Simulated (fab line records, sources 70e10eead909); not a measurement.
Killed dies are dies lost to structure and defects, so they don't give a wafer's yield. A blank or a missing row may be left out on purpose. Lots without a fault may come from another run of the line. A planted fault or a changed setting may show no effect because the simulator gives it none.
Problem report in the 8D (eight disciplines) form, filled by code | flow nand_harc | the parts of the form that need people (team, actions taken, sign-off) are left out

1. THE PROBLEM
oes_product_au at NHARC_P_ZERO_WELL_ETCH_63 reads a mean of 1.206 a.u. on 9 wafers of 3 lots; wafers without a fault read 1.000 a.u. with a standard deviation of 0.0082. That is +25 standard deviations from the usual mean.
The step: etches the open film in HBr/Cl2, target depth 120 nm, time 40.1 s.
First seen on wafer L852.1, day 9 09:40, on rie_si-02. The record holds 39 wafers of 13 lots with a number at this step. Rule for "out", or "out of limits": more than 4 standard deviations from the usual mean. The other wafers with a number count as sound.

2. WHAT IT IS AND WHAT IT IS NOT
question                    | is                     | is not
which readings at this step | oes_product_au         | drypump_motor_current_A, throttle_valve_pct
which lots                  | L852, L854, L855       | L836, L837, L838, L839, L842, L843, L845, L846, L851, L857
which wafers of those lots  | all that have a number | -
read on which tools         | rie_si-02              | rie_si-04, rie_si-06
when                        | from day 9 09:40       | up to then (27 sound wafers); but 3 sound wafers of L857 came after

3. SUSPECTS, AND WHAT RULES EACH OUT
Counting: a tool at a process step up to the reading stays a suspect if it ran every lot that is out and no sound lot after the first of them.
- rie_si-02 at NHARC_P_ZERO_WELL_ETCH_63 (etches the open film in HBr/Cl2, target depth 120 nm, time 40.1 s): kept. It ran every lot that is out, first L852 (day 9 09:40), and no sound lot after that; its last sound lot up to then is L851 (day 8 23:41). Its own readings are out on those wafers: oes_product_au.
Left after counting: rie_si-02 at NHARC_P_ZERO_WELL_ETCH_63.

4. THE CAUSE (what the simulator had put in)
Process parameter drift: rie_si-02, from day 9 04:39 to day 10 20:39, at NHARC_P_ZERO_WELL_ETCH_63. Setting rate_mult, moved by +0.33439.
Counting left only this tool.

5. THE CHAIN OF EFFECTS, in route order
Each row: a reading whose mean over the struck wafers that have a number lies more than 3 standard deviations from the usual. Only readings for which the record gives a usual standard deviation are gone through. hours: the time from each lot's start at the first step in this table that gives one to its start at this step, as a median over the lots. sigmas: the change in usual standard deviations.
hours | step                      | reading        | usual      | on struck wafers | change | sigmas
0     | NHARC_P_ZERO_WELL_ETCH_63 | oes_product_au | 1.000 a.u. | 1.206            | +0.206 | +25
The process steps in it:
- NHARC_P_ZERO_WELL_ETCH_63: etches the open film in HBr/Cl2, target depth 120 nm, time 40.1 s.
Later measuring or inspecting steps at which every struck wafer that the step has a row for has a number for every such reading, and none has moved that far: NHARC_P_STI_OVL_MEAS_10, NHARC_P_STI_INSPECT_11.

6. WHAT WOULD HAVE CAUGHT IT SOONER
In this record the first reading out of limits was taken at day 9 09:40, 5 hours after the fault began at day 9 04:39.
